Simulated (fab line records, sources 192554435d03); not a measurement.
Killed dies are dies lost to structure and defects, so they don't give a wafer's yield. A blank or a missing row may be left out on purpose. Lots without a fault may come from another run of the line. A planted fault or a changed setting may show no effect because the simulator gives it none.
Chamber matching | flow n5_finfet | N5_BEOL_M0_SAQP_STRIP_108 on rie_diel-05: 4 sister chambers
The step strips in N2/H2. 4 wafers are shown with their chamber, then 7 later ones without.

WAFERS WITH THEIR CHAMBER
wafer  | chamber | showerhead_plenum_p_Torr (Torr)
L077.5 | 1       | 3.30
L081.4 | 2       | 3.47
L085.1 | 3       | 3.30
L085.4 | 0       | 3.35

WAFERS WITHOUT THEIR CHAMBER
wafer  | showerhead_plenum_p_Torr (Torr)
L085.6 | 3.30
L086.1 | 3.35
L086.4 | 3.29
L086.5 | 3.29
L095.2 | 3.34
L095.3 | 3.29
L095.6 | 3.34

WHICH CHAMBER EACH WENT THROUGH
wafer  | from the rows above     | in truth
L085.6 | can't be placed: 1 or 3 | 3
L086.1 | 0                       | 0
L086.4 | can't be placed: 1 or 3 | 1
L086.5 | can't be placed: 1 or 3 | 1
L095.2 | 0                       | 0
L095.3 | can't be placed: 1 or 3 | 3
L095.6 | 0                       | 0
Placed correctly: 3 of 7. Can't be placed from these rows: 4 (the true chamber is among the candidates in 4). Placed wrongly: 0.
How it was worked out, from the rows above alone: a wafer's distance from a chamber is the root of the sum, over the readings, of the square of ((its reading less the chamber's mean) divided by the reading's scatter). The wafer belongs to the nearest chamber; if the next one is less than 2 further off, it can't be placed. A chamber's mean is the mean of its shown wafers. The scatter: with one shown wafer a chamber, the root of the mean of the squares of how far each hidden wafer lies from its nearest shown one.
